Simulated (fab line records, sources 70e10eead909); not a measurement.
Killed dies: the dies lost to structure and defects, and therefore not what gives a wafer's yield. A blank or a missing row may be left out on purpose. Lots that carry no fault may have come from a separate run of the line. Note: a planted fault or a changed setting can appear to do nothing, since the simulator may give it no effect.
8D (eight disciplines) problem report, filled in by code    flow nand harc    the parts of the form that need people (team, actions taken, sign-off) are left out

== 1. THE ISSUE ==
At NHARC_A_SGD_CUT_SOFTBAKE_04, heater power total W averages 182.93 W over 6 wafers from 2 lots, while fault-free wafers read 188.45 W, standard deviation 0.13. Relative to the usual mean, that is a shift of -42 standard deviations.
The step: time 55 s.
First seen on wafer L272.3, day 23 05:00, on litho track-04. The record holds 39 wafers of 13 lots with a number at this step. By rule, "out" or "out of limits" means more than 4 standard deviations away from the usual mean. All remaining wafers that have a number are taken as sound.

== 2. WHAT IT IS AND WHAT IT IS NOT ==
question                     is                      is not
which readings at this step  heater power total W    exhaust pa
which lots                   L272, L276              L264, L265, L267, L268, L279, L281, L282, L283, L284, L285, L286
which wafers of those lots   all that have a number  -
read on which tools          litho track-04          litho track-01, litho track-06
when                         from day 23 05:00       up to then (12 sound wafers); but 21 sound wafers of L279, L281, L282, L283, L284, L285, L286 came after

== 3. THE SUSPECTS, EACH WITH WHAT RULES IT OUT ==
Counting: a tool stays on the suspect list if, at a process step up to the reading, it processed all lots that are out and no sound lot following the first of them.
- litho track-04 at NHARC_A_SGD_CUT_SOFTBAKE_04 (time 55 s): ruled out as a lasting fault. Sound lots L283, L284 ran on it after its first lot that is out, L272 (day 23 05:00).
Left after counting: nothing in the record.

== 4. THE CAUSE (what the simulator had put in) ==
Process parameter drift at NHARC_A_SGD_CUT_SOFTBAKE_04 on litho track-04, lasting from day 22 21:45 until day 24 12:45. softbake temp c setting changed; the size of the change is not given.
Counting ruled it out, wrongly.

== 5. SEQUENCE OF EFFECTS, ordered by route ==
One row per reading whose mean, taken over the struck wafers that have a number, lies over 3 standard deviations from the usual. Only readings whose record carries a usual standard deviation are examined. hours: median over the lots of the time between each lot's start at the first step of this table that gives one and its start at this step. sigmas: the change, counted in usual standard deviations.
hours  step                         reading               usual     on struck wafers  change  sigmas
0      NHARC_A_SGD_CUT_SOFTBAKE_04  heater power total W  188.45 W  182.93            -5.52   -42
Process steps it contains:
- NHARC_A_SGD_CUT_SOFTBAKE_04: time 55 s.

== 6. WHAT WOULD HAVE CAUGHT IT SOONER ==
The fault began at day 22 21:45; the first out-of-limits reading in this record came at day 23 05:00, 7 hours later.
